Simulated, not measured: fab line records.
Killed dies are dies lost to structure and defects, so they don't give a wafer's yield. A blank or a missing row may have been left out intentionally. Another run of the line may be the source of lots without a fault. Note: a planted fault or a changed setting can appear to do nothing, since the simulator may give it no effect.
Chamber matching | flow n5-finfet | rie-diel-04 running N5_BEOL_M4_ETCH_69: 4 sister chambers
The step etches SiARC in CF4, target depth 15.6 nm, time 26 s. 4 wafers are shown with their chamber, then 9 later ones without.

== WAFERS PAIRED WITH THEIR CHAMBERS ==
wafer  | chamber | showerhead-plenum-p-Torr (Torr)
L085.5 | 3       | 2.04
L088.1 | 0       | 2.11
L088.3 | 2       | 2.27
L088.4 | 1       | 2.11

== WAFERS WITH NO CHAMBER GIVEN ==
wafer  | showerhead-plenum-p-Torr (Torr)
L091.1 | 2.11
L091.5 | 2.27
L091.6 | 2.11
L090.1 | 2.11
L090.3 | 2.03
L090.5 | 2.03
L092.1 | 2.11
L092.2 | 2.03
L092.3 | 2.26

== CHAMBER TAKEN BY EACH ==
wafer  | from the rows above     | in truth
L091.1 | can't be placed: 0 or 1 | 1
L091.5 | 2                       | 2
L091.6 | can't be placed: 0 or 1 | 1
L090.1 | can't be placed: 0 or 1 | 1
L090.3 | 3                       | 3
L090.5 | 3                       | 3
L092.1 | can't be placed: 0 or 1 | 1
L092.2 | 3                       | 3
L092.3 | 2                       | 2
Correctly placed: 5 of 9. From these rows, 4 cannot be placed; in 4 the true chamber is one of the candidates. Number placed wrongly: 0.
How it was worked out, from the rows above alone: a wafer's distance from a chamber is the root of the sum, over the readings, of the square of ((its reading less the chamber's mean) divided by the reading's scatter). If the next closest chamber is less than 2 further off than the closest, the wafer can't be placed; otherwise it belongs to the closest. The mean given for a chamber averages the wafers shown for that chamber. The scatter: root of mean squared gap, hidden wafer to nearest shown wafer, with one shown wafer a chamber.
